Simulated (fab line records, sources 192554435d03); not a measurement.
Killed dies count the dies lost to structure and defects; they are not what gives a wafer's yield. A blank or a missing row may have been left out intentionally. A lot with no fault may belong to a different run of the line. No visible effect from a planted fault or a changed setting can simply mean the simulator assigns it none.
fab line records	flow n5_finfet
record lots=6	wafers=18	last_day=18
route steps=1938 shown WELL_APT@20 PMOS_HMC_CHANNEL_EPI@57 BEOL_M4@1111
lots untouched by any fault: they come from a run of this same line in which no faults occurred
start_h: start of the lot's first displayed wafer, in hours after the record's first day	wait_h: how many hours have passed since the lot's step before this one	" as in the row above	L1.1+2: a row that stands for several wafers	- no value present, or no start provided	* or withheld: withheld	< > ~ a bound
route shown NAME@n: names a module that has steps shown in the file, with the first one's number in the route	usual: mean and standard deviation over wafers with no fault	same: alike in all rows	chamber/n: place in a boat	sites: readings site by site	_std_site: their standard deviation	_edge_site: outer sites' mean less inner sites'	radius_mm: for every site, how far away it sits from the centre of the wafer	mask NAME#n: copy n	behind: the most recent tool/chamber to have shaped the wafer	hold: reason for holding the lot/hours on hold/outcome of the hold	device: transistor that didn't switch, given as n, p or np	end of line: the route-end tests of the same wafers	a step with no rows: only its recipe	killed: dies that structure and defects cost at the first sort, which is not the same as the wafer's yield	map: the dies of a wafer, with x for killed, . for not killed, _ for no die there
set.NAME: the setting as run; set.NAME@STEP: as run at that earlier step	model.NAME: the simulator's own value behind a step, which no gauge read
lots at some steps of the route; a table a step, a row a wafer
services: from which hour (start_h, from the record's first day; less than 0 if before it) a tool's chamber was out of use, for how many hours, and why
## steps
# step N5_WELL_APT_HMDS_01
# recipe time_s=60	temp_c=120
# step N5_WELL_APT_COAT_02
# recipe spin_rpm=1357	resist_thk_nm=950
# step N5_WELL_APT_EBR_04
# recipe solvent=PGMEA	ebr_width_mm=1.5
# step N5_WELL_APT_SOFTBAKE_03
# recipe temp_c=130	time_s=60
# step N5_WELL_APT_EXPOSE_05
# recipe mask_id=NWELL	na=0.8	source_shape=conventional	sigma_outer=0.8	polarization=unpolarized	defocus_nm=0	target_cd_nm=200	dose_mj=20.3
# step N5_WELL_APT_PEB_06
# recipe peb_temp_c=130	peb_time_s=90
# step N5_WELL_APT_DEVELOP_07
# recipe develop_time_s=45	rinse_liquid=surfactant_rinse	dry=air_spin	dev_temp_c=21
# step N5_WELL_APT_HARDBAKE_12
# recipe temp_c=130	time_s=120
# step N5_WELL_APT_CD_MEAS_08
# recipe target_cd_nm=200	landing_energy_ev=500	detector=se_inlens
# usual cd_nm=200.7/1.7
# same landing_energy_ev=500
lot.wafer	tool	chamber	start_h	wait_h	cd_nm
L158.1	cd_sem-02	0	25.68	-	201.7
L158.2	"	0	"	"	200.3
L158.4	"	0	"	"	199.5
L165.1	cd_sem-03	0	67.68	-	198.7
L165.2	"	0	"	"	198.3
L165.5	"	0	"	"	198.6
L173.1	cd_sem-01	0	115.82	-	202.1
L173.3	"	0	"	"	200.6
L173.6	"	0	"	"	202.7
L174.3	cd_sem-03	0	121.62	-	201.9
L174.4	"	0	"	"	203.1
L174.6	"	0	"	"	201.6
L178.1	cd_sem-01	0	146.25	-	203.1
L178.3	"	0	"	"	201.1
L178.5	"	0	"	"	202.6
L179.1	cd_sem-01	0	151.61	-	200.4
L179.4	"	0	"	"	202.0
L179.6	"	0	"	"	200.5
# step N5_WELL_APT_OVL_MEAS_09
# recipe points_per_wafer=44
# usual NWELL_OVL=2/5.1
lot.wafer	tool	chamber	start_h	wait_h	NWELL_OVL[nm]
L158.1	overlay-01	0	25.72	0.0	9
L158.2	"	0	"	"	4
L158.4	"	0	"	"	5
L165.1	overlay-01	0	67.71	0.0	1
L165.2	"	0	"	"	0
L165.5	"	0	"	"	0
L173.1	overlay-01	0	115.85	0.0	-4
L173.3	"	0	"	"	-4
L173.6	"	0	"	"	-2
L174.3	overlay-01	0	121.64	0.0	5
L174.4	"	0	"	"	-5
L174.6	"	0	"	"	-9
L178.1	overlay-01	0	146.28	0.0	1
L178.3	"	0	"	"	3
L178.5	"	0	"	"	0
L179.1	overlay-02	0	151.64	0.0	-1
L179.4	"	0	"	"	5
L179.6	"	0	"	"	11
# step N5_WELL_APT_INSPECT_10
# recipe mode=adi	inspect_instrument=macro
# usual raw_defect_count=2.0/1.4
lot.wafer	tool	chamber	start_h	wait_h	raw_defect_count
L158.1	defect_inspect-01	-	25.74	0.0	3
L158.2	"	-	"	"	2
L158.4	"	-	"	"	1
L165.1	defect_inspect-01	-	67.73	0.0	1
L165.2	"	-	"	"	3
L165.5	"	-	"	"	1
L173.1	defect_inspect-02	-	115.88	0.0	3
L173.3	"	-	"	"	1
L173.6	"	-	"	"	2
L174.3	defect_inspect-01	-	121.67	0.0	4
L174.4	"	-	"	"	1
L174.6	"	-	"	"	4
L178.1	defect_inspect-02	-	146.30	0.0	2
L178.3	"	-	"	"	2
L178.5	"	-	"	"	1
L179.1	defect_inspect-01	-	151.66	0.0	2
L179.4	"	-	"	"	4
L179.6	"	-	"	"	3
# step N5_WELL_APT_DESCUM_13
# recipe chemistry=O2	time_s=7.9	source_power_w=50	bias_power_w=20	pressure_mtorr=20	rf_frequency_hz=2.712e+07	temp_c=40	o2_flow_sccm=225
# usual drypump_motor_current_A=5.7/0.45	oes_product_au=0.83/0.078	rf_vpp_V=242.7/1.3	showerhead_plenum_p_Torr=2.07/0.062	throttle_valve_pct=20.34/0.16
lot.wafer	tool	chamber	start_h	wait_h	drypump_motor_current_A	oes_product_au	rf_hours_counter_h	rf_vpp_V	showerhead_plenum_p_Torr	throttle_valve_pct
L158.1	rie_diel-02	0	25.90	0.2	5.2	0.74	138	244.1	2.08	20.30
L158.2	"	2	"	"	5.7	0.70	245	242.0	2.04	20.71
L158.4	"	1	"	"	6.1	0.83	80	241.0	2.01	20.30
L165.1	rie_diel-01	1	67.77	0.0	5.1	0.70	223	241.0	2.00	20.74
L165.2	"	0	"	"	6.3	0.90	17	242.9	2.04	20.28
L165.5	"	2	"	"	5.6	0.83	-	240.9	2.13	20.37
L173.1	rie_diel-02	1	116.09	0.2	6.1	0.78	117	243.8	2.00	20.37
L173.3	"	0	"	"	5.2	0.72	174	242.0	2.07	20.36
L173.6	"	2	"	"	5.7	0.93	-	242.1	2.03	20.38
L174.3	rie_diel-01	2	123.03	1.4	5.7	0.80	104	243.2	2.12	20.41
L174.4	"	0	"	"	6.2	0.85	-	242.2	2.03	20.29
L174.6	"	2	"	"	5.6	0.80	-	244.4	2.12	20.40
L178.1	rie_diel-04	3	146.34	0.0	5.5	0.87	41	244.5	2.13	20.36
L178.3	"	0	"	"	6.1	0.90	24	242.4	2.03	20.18
L178.5	"	0	"	"	6.1	0.90	-	241.7	2.03	20.16
L179.1	rie_diel-04	2	151.70	0.0	4.7	0.91	33	242.9	2.13	20.14
L179.4	"	0	"	"	6.1	0.90	26	241.4	2.03	20.16
L179.6	"	1	"	"	5.4	0.77	-	242.0	2.01	20.47
# step N5_WELL_APT_IMPLANT_14
# recipe species=P	energy_kev=160	dose_cm2=1.5e+13	tilt_deg=0	rotation_deg=0
# usual dose_ions_cm2=1.5002e+13/1.6e+10	faraday_current_uA=190/3.6
lot.wafer	tool	chamber	start_h	wait_h	dose_ions_cm2	faraday_current_uA
L158.1	implanter-01	0	26.00	0.1	1.5011e+13	193
L158.2	"	0	"	"	1.5002e+13	196
L158.4	"	0	"	"	1.4998e+13	189
L165.1	implanter-02	0	67.88	0.1	1.4985e+13	190
L165.2	"	0	"	"	1.4984e+13	189
L165.5	"	0	"	"	1.4996e+13	190
L173.1	implanter-02	0	116.18	0.1	1.2721e+13	160
L173.3	"	0	"	"	1.2695e+13	159
L173.6	"	0	"	"	1.2713e+13	157
L174.3	implanter-02	0	123.19	0.1	1.2691e+13	163
L174.4	"	0	"	"	1.2725e+13	161
L174.6	"	0	"	"	1.2697e+13	154
L178.1	implanter-01	0	146.44	0.1	1.4986e+13	193
L178.3	"	0	"	"	1.5002e+13	194
L178.5	"	0	"	"	1.4991e+13	187
L179.1	implanter-01	0	151.80	0.1	1.5004e+13	192
L179.4	"	0	"	"	1.5009e+13	192
L179.6	"	0	"	"	1.5017e+13	189
# step N5_WELL_APT_IMPLANT_15
# recipe species=As	energy_kev=25	dose_cm2=1.5e+13	tilt_deg=0	rotation_deg=0
# step N5_WELL_APT_STRIP_16
# recipe chemistry=SPM	time_s=900	temp_c=130	h2so4_h2o2_vol_ratio=4	dry=ipa_marangoni
# step N5_WELL_APT_HMDS_18
# recipe time_s=60	temp_c=120
# step N5_WELL_APT_COAT_19
# recipe spin_rpm=1357	resist_thk_nm=950
# step N5_WELL_APT_EBR_21
# recipe solvent=PGMEA	ebr_width_mm=1.5
# step N5_WELL_APT_SOFTBAKE_20
# recipe temp_c=130	time_s=60
# step N5_WELL_APT_EXPOSE_22
# recipe mask_id=PWELL	na=0.8	source_shape=conventional	sigma_outer=0.8	polarization=unpolarized	defocus_nm=0	target_cd_nm=200	dose_mj=23.2
# step N5_WELL_APT_PEB_23
# recipe peb_temp_c=130	peb_time_s=90
# step N5_WELL_APT_DEVELOP_24
# recipe develop_time_s=45	rinse_liquid=surfactant_rinse	dry=air_spin	dev_temp_c=21
# step N5_WELL_APT_HARDBAKE_29
# recipe temp_c=130	time_s=120
# step N5_WELL_APT_CD_MEAS_25
# recipe target_cd_nm=200	landing_energy_ev=500	detector=se_inlens
# usual cd_nm=199.5/2.2
# same landing_energy_ev=500
lot.wafer	tool	chamber	start_h	wait_h	cd_nm
L158.1	cd_sem-02	0	26.98	-	196.8
L158.2	"	0	"	"	197.0
L158.4	"	0	"	"	197.4
L165.1	cd_sem-01	0	68.81	-	200.5
L165.2	"	0	"	"	199.2
L165.5	"	0	"	"	199.8
L173.1	cd_sem-01	0	117.12	-	195.4
L173.3	"	0	"	"	200.6
L173.6	"	0	"	"	197.1
L174.3	cd_sem-01	0	124.07	-	199.1
L174.4	"	0	"	"	202.3
L174.6	"	0	"	"	199.0
L178.1	cd_sem-01	0	147.49	-	201.4
L178.3	"	0	"	"	198.8
L178.5	"	0	"	"	197.0
L179.1	cd_sem-01	0	153.11	-	200.2
L179.4	"	0	"	"	201.5
L179.6	"	0	"	"	199.5
# step N5_WELL_APT_OVL_MEAS_26
# recipe points_per_wafer=44
# usual PWELL_OVL=1/6.4
lot.wafer	tool	chamber	start_h	wait_h	PWELL_OVL[nm]
L158.1	overlay-01	0	27.01	0.0	-8
L158.2	"	0	"	"	1
L158.4	"	0	"	"	-8
L165.1	overlay-02	0	68.84	0.0	1
L165.2	"	0	"	"	9
L165.5	"	0	"	"	2
L173.1	overlay-01	0	117.15	0.0	-2
L173.3	"	0	"	"	-4
L173.6	"	0	"	"	-4
L174.3	overlay-02	0	124.10	0.0	-5
L174.4	"	0	"	"	-3
L174.6	"	0	"	"	-3
L178.1	overlay-01	0	147.53	0.0	-2
L178.3	"	0	"	"	0
L178.5	"	0	"	"	-2
L179.1	overlay-02	0	153.14	0.0	-2
L179.4	"	0	"	"	4
L179.6	"	0	"	"	7
# step N5_WELL_APT_INSPECT_27
# recipe mode=adi	inspect_instrument=macro
# usual raw_defect_count=2.2/1.5
lot.wafer	tool	chamber	start_h	wait_h	raw_defect_count
L158.1	defect_inspect-01	-	27.03	0.0	2
L158.2	"	-	"	"	4
L158.4	"	-	"	"	5
L165.1	defect_inspect-01	-	68.87	0.0	1
L165.2	"	-	"	"	0
L165.5	"	-	"	"	1
L173.1	defect_inspect-02	-	117.17	0.0	2
L173.3	"	-	"	"	3
L173.6	"	-	"	"	6
L174.3	defect_inspect-01	-	124.12	0.0	3
L174.4	"	-	"	"	0
L174.6	"	-	"	"	1
L178.1	defect_inspect-02	-	147.55	0.0	3
L178.3	"	-	"	"	0
L178.5	"	-	"	"	2
L179.1	defect_inspect-01	-	153.16	0.0	1
L179.4	"	-	"	"	3
L179.6	"	-	"	"	4
# step N5_WELL_APT_DESCUM_30
# recipe chemistry=O2	time_s=7.9	source_power_w=50	bias_power_w=20	pressure_mtorr=20	rf_frequency_hz=2.712e+07	temp_c=40	o2_flow_sccm=225
# usual drypump_motor_current_A=5.7/0.43	oes_product_au=0.82/0.078	rf_vpp_V=242.9/1.3	showerhead_plenum_p_Torr=2.07/0.065	throttle_valve_pct=20.34/0.17
lot.wafer	tool	chamber	start_h	wait_h	drypump_motor_current_A	oes_product_au	rf_hours_counter_h	rf_vpp_V	showerhead_plenum_p_Torr	throttle_valve_pct
L158.1	rie_diel-04	1	27.19	0.2	5.4	0.81	90	242.4	2.03	20.41
L158.2	"	0	"	"	6.1	0.65	261	243.8	2.04	20.51
L158.4	"	3	"	"	5.5	0.93	-	244.8	2.14	20.31
L165.1	rie_diel-04	2	69.19	0.3	4.8	0.95	15	242.8	2.13	20.08
L165.2	"	1	"	"	5.4	0.79	108	243.0	2.02	20.43
L165.5	"	2	"	"	4.8	0.94	-	243.8	2.13	20.12
L173.1	rie_diel-01	2	117.24	0.1	5.6	0.80	100	242.4	2.12	20.41
L173.3	"	0	"	"	6.2	0.87	39	243.3	2.03	20.30
L173.6	"	2	"	"	5.6	0.80	-	242.3	2.12	20.41
L174.3	rie_diel-04	3	124.98	0.9	5.5	0.86	34	243.1	2.13	20.35
L174.4	"	2	"	"	4.7	0.91	23	243.6	2.13	20.11
L174.6	"	1	"	"	5.4	0.77	-	242.9	2.02	20.45
L178.1	rie_diel-01	2	147.58	0.0	5.6	0.79	115	244.3	2.11	20.42
L178.3	"	0	"	"	6.2	0.85	53	241.8	2.03	20.30
L178.5	"	0	"	"	6.2	0.84	-	242.2	2.03	20.31
L179.1	rie_diel-02	3	153.33	0.2	5.9	0.77	126	243.5	2.20	20.11
L179.4	"	2	"	"	5.7	0.90	39	241.5	2.02	20.39
L179.6	"	2	"	"	5.7	0.90	-	243.0	2.03	20.39
# step N5_WELL_APT_IMPLANT_31
# recipe species=B	energy_kev=60	dose_cm2=1.5e+13	tilt_deg=0	rotation_deg=0
# step N5_WELL_APT_IMPLANT_32
# recipe species=BF2	energy_kev=50	dose_cm2=2e+13	tilt_deg=0	rotation_deg=0
# step N5_WELL_APT_STRIP_33
# recipe chemistry=SPM	time_s=900	temp_c=130	h2so4_h2o2_vol_ratio=4	dry=ipa_marangoni
# step N5_WELL_APT_RTA_34
# recipe temp_c=1000	time_s=10	ambient=N2	idle_temp_c=600	ramp_up_c_per_s=150	ramp_down_c_per_s=60	cool_to_c=600
# usual lamp_power_pct=13.01/0.051	lamp_zone_5_pct=12.997/0.027	wafer_temp_C_max=1003.7/1.1
lot.wafer	tool	chamber	start_h	wait_h	lamp_power_pct	lamp_zone_5_pct	wafer_temp_C_max
L158.1	rtp_anneal-02	0	27.95	0.0	13.02	12.959	1003.1
L158.2	"	0	"	"	13.06	12.927	1004.6
L158.4	"	0	"	"	12.99	13.020	1003.0
L165.1	rtp_anneal-01	0	69.97	0.0	12.96	12.962	1004.1
L165.2	"	0	"	"	13.00	13.016	1006.2
L165.5	"	0	"	"	12.96	12.982	1004.2
L173.1	rtp_anneal-02	0	118.00	0.0	13.08	12.991	1005.4
L173.3	"	0	"	"	12.95	13.004	1003.3
L173.6	"	0	"	"	12.96	12.979	1004.3
L174.3	rtp_anneal-02	0	125.78	0.1	12.91	12.980	1004.8
L174.4	"	0	"	"	12.99	13.086	1003.8
L174.6	"	0	"	"	13.02	13.044	1003.0
L178.1	rtp_anneal-01	0	148.35	0.0	12.99	13.023	1003.5
L178.3	"	0	"	"	13.01	12.998	1003.9
L178.5	"	0	"	"	12.91	12.988	1003.8
L179.1	rtp_anneal-02	0	154.34	0.0	13.00	12.966	1004.1
L179.4	"	0	"	"	13.06	13.015	1005.4
L179.6	"	0	"	"	13.03	13.035	1002.9
# step N5_WELL_APT_OXIDE_STRIP_42
# recipe chemistry=dHF	dilution=25:1	time_s=45	temp_c=25	target=SiO2	target_depth_a=120
# step N5_WELL_APT_PRECLEAN_36
# recipe chemistry=O3/DIW	time_s=45	temp_c=22	o3_ppm=10
# step N5_WELL_APT_PRECLEAN_39
# recipe chemistry=dHF	time_s=60	dilution=150:1	temp_c=25
# step N5_WELL_APT_SRD_37
# recipe dry=ipa_marangoni	do_ppb=5	time_s=30	temp_c=23	rinse_liquid=diw
# step N5_WELL_APT_EPI_41
# recipe material=Si	target_thk_a=500	temp_c=650	precursor=SiH4/H2	pressure_torr=20	time_s=297.7
# usual throttle_valve_pct=11.4/0.32
lot.wafer	tool	chamber	start_h	wait_h	throttle_valve_pct
L158.1	epi_rpcvd-03	0	28.19	0.0	11.2
L158.2	"	0	"	"	11.5
L158.4	"	0	"	"	11.7
L165.1	epi_rpcvd-03	0	70.21	0.0	11.2
L165.2	"	0	"	"	11.3
L165.5	"	0	"	"	11.2
L173.1	epi_rpcvd-03	0	118.24	0.0	11.1
L173.3	"	0	"	"	11.6
L173.6	"	0	"	"	11.3
L174.3	epi_rpcvd-03	0	126.19	0.2	11.1
L174.4	"	0	"	"	11.5
L174.6	"	0	"	"	11.5
L178.1	epi_rpcvd-01	0	148.59	0.0	11.1
L178.3	"	0	"	"	11.1
L178.5	"	0	"	"	11.0
L179.1	epi_rpcvd-01	0	154.58	0.0	11.3
L179.4	"	0	"	"	11.0
L179.6	"	0	"	"	11.2
# step N5_WELL_APT_INSPECT_38
# recipe inspect_instrument=darkfield	mode=post_epi
# usual raw_defect_count=12/5.2
lot.wafer	tool	chamber	start_h	wait_h	raw_defect_count
L158.1	defect_inspect-01	-	28.83	0.5	8
L158.2	"	-	"	"	11
L158.4	"	-	"	"	8
L165.1	defect_inspect-02	-	71.31	0.9	11
L165.2	"	-	"	"	11
L165.5	"	-	"	"	8
L173.1	defect_inspect-01	-	118.88	0.5	11
L173.3	"	-	"	"	23
L173.6	"	-	"	"	13
L174.3	defect_inspect-01	-	126.62	0.3	10
L174.4	"	-	"	"	11
L174.6	"	-	"	"	21
L178.1	defect_inspect-01	-	149.43	0.7	11
L178.3	"	-	"	"	15
L178.5	"	-	"	"	17
L179.1	defect_inspect-01	-	155.42	0.7	8
L179.4	"	-	"	"	10
L179.6	"	-	"	"	9
# step N5_PMOS_HMC_CHANNEL_EPI_HM_DEP_34
# recipe material=SiO2	target_thk_a=360	temp_c=400	precursor=TEOS/O2	pressure_torr=6.5	rf_w=900	teos_flow_sccm=161.4	gas=O2	flow_sccm=2650	time_s=6.9
# usual heater_power_w=553/84	showerhead_plenum_p_Torr=8.36/0.043	throttle_valve_pct=18.2/1.1
lot.wafer	tool	chamber	start_h	wait_h	heater_power_w	showerhead_plenum_p_Torr	throttle_valve_pct
L158.1	pecvd-04	0	28.86	0.0	574	8.42	17.4
L158.2	"	1	"	"	582	8.36	19.2
L158.4	"	1	"	"	599	8.37	19.0
L165.1	pecvd-04	2	71.35	0.0	536	8.36	16.9
L165.2	"	1	"	"	687	8.36	19.3
L165.5	"	1	"	"	680	8.35	18.9
L173.1	pecvd-03	1	118.91	0.0	452	8.29	18.3
L173.3	"	0	"	"	655	8.38	17.9
L173.6	"	2	"	"	587	8.36	20.2
L174.3	pecvd-04	1	126.66	0.0	653	8.35	19.3
L174.4	"	1	"	"	645	8.36	19.2
L174.6	"	0	"	"	582	8.40	17.6
L178.1	pecvd-04	1	149.46	0.0	661	8.36	19.2
L178.3	"	2	"	"	581	8.36	16.9
L178.5	"	0	"	"	459	8.40	17.5
L179.1	pecvd-03	0	155.46	0.0	591	8.36	17.7
L179.4	"	2	"	"	564	8.34	20.0
L179.6	"	0	"	"	589	8.38	18.0
# step N5_PMOS_HMC_CHANNEL_EPI_COAT_31
# recipe resist=BARC	temp_c=205	time_s=60	spin_rpm=1500	resist_thk_nm=66
# step N5_PMOS_HMC_CHANNEL_EPI_COAT_03
# recipe resist=CAR-ArF-block	spin_rpm=1500	resist_thk_nm=205
# step N5_PMOS_HMC_CHANNEL_EPI_EBR_05
# recipe solvent=PGMEA	ebr_width_mm=1.5
# step N5_PMOS_HMC_CHANNEL_EPI_SOFTBAKE_04
# recipe temp_c=110	time_s=60	resist=CAR-ArF-block
# step N5_BEOL_M4_RC_MEAS_101
# usual DIBL_N=36.0/2	DIBL_P=36.2/2.2	IOFF_N=0.16/0.034	IOFF_P=0.21/0.04	ION_N=675/12	ION_P=463/7.2	RS_NWELL=1037/5.8	SS_N=71.6/0.6	SS_P=73.3/0.67	VT_N=250/3	VT_P=-251/3.4
lot.wafer	tool	chamber	start_h	wait_h	DIBL_N[mV/V]	DIBL_P[mV/V]	IOFF_N[nA/um]	IOFF_P[nA/um]	ION_N[uA/um]	ION_P[uA/um]	RS_NWELL[ohm/sq]	SS_N[mV/dec]	SS_P[mV/dec]	VT_N[mV]	VT_P[mV]
L158.1	prober-02	0	188.48	0.0	37.3	39.8	0.17	0.23	673	459	1035	72.2	74.6	248	-251
L158.2	"	0	"	"	32.4	33.9	0.11	0.15	654	451	1041	70.4	72.4	255	-255
L158.4	"	0	"	"	35.2	36.3	0.13	0.17	666	455	1038	71.1	73.4	255	-253
L165.1	prober-01	0	227.43	0.0	34.9	35.0	0.15	0.20	684	469	1039	71.0	72.5	249	-249
L165.2	"	0	"	"	33.0	31.9	0.10	0.15	662	456	1050	70.6	72.3	255	-254
L165.5	"	0	"	"	32.8	32.2	0.11	0.17	664	460	1041	70.4	72.1	255	-251
L173.1	prober-02	0	279.72	0.0	32.4	32.5	0.10	0.16	649	453	1136	70.5	71.9	257	-255
L173.3	"	0	"	"	36.2	36.1	0.16	0.20	675	463	1131	71.2	72.9	252	-252
L173.6	"	0	"	"	36.1	35.8	0.14	0.19	668	459	1126	71.6	73.3	253	-252
L178.1	prober-01	0	311.62	0.0	36.0	35.9	0.15	0.21	665	455	1033	71.9	72.3	250	-250
L178.3	"	0	"	"	34.3	33.7	0.14	0.19	681	460	1039	71.3	72.5	248	-248
L178.5	"	0	"	"	36.6	36.7	0.18	0.23	686	469	1045	71.4	73.7	249	-247
L174.3	prober-01	0	312.86	1.0	36.8	36.8	0.18	0.24	684	467	1137	71.7	73.1	250	-249
L174.4	"	0	"	"	35.8	35.7	0.16	0.22	675	464	1131	71.6	73.1	250	-250
L174.6	"	0	"	"	35.8	35.8	0.15	0.21	674	463	1126	72.2	73.4	252	-250
L179.1	prober-01	0	316.99	0.0	34.8	34.2	0.13	0.17	674	461	1034	71.5	73.4	254	-253
L179.4	"	0	"	"	34.8	34.1	0.13	0.18	665	458	1027	71.5	73.5	253	-253
L179.6	"	0	"	"	36.5	36.2	0.16	0.20	680	463	1033	71.9	74.2	252	-252
## services
tool	chamber	start_h	hours	kind
rie_diel-04	2	10.76	-	clean
rie_diel-04	2	10.76	-	consumable_replace:focus_ring
rie_diel-04	2	10.76	22.0	scheduled_down
implanter-02	-	15.37	1.3	repair
rtp_anneal-01	-	28.38	2.8	pm
epi_rpcvd-03	-	35.23	2.3	repair
epi_rpcvd-01	-	41.11	1.0	repair
pecvd-03	-	43.67	0.9	repair
implanter-01	-	53.07	2.1	repair
rie_diel-04	3	58.26	5.1	repair
rie_diel-01	0	61.42	4.9	repair
rie_diel-02	-	63.20	0.4	repair
implanter-02	-	78.21	3.9	pm
pecvd-04	-	80.50	2.7	repair
rie_diel-04	2	85.92	7.1	repair
rie_diel-01	0	90.34	2.5	repair
rie_diel-04	-	93.97	28.1	pm
implanter-01	-	105.11	11.3	repair
epi_rpcvd-03	-	111.50	2.8	repair
epi_rpcvd-01	-	116.41	2.8	pm
rie_diel-01	3	123.27	6.5	repair
rie_diel-02	0	128.23	12.0	repair
rie_diel-04	-	131.45	0.3	repair
rtp_anneal-02	-	144.60	0.8	pm
## key
first_sign step=N5_WELL_APT_IMPLANT_14	reading=dose_ions_cm2	direction=down	sigmas=99+	usual=1.5002e+13	struck=1.2707e+13
effect step=N5_WELL_APT_IMPLANT_14	reading=faraday_current_uA	direction=down	sigmas=8.6	usual=190	struck=159
effect step=N5_BEOL_M4_RC_MEAS_101	reading=RS_NWELL	direction=up	sigmas=16	usual=1037	struck=1131
met_at N5_WELL_APT_IMPLANT_14
struck_wafers L173.1,L173.3,L173.6,L174.3,L174.4,L174.6
onset_between 67.88 116.18
fault kind=process_parameter_drift	tool=implanter-02	chamber=-	onset_h=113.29	steps=N5_WELL_APT_IMPLANT_14	channel=dose_cm2	offset=-2.2932e+12	shape=step	end_h=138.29	acts_in=these_recipes_only	stated=1.5e+13
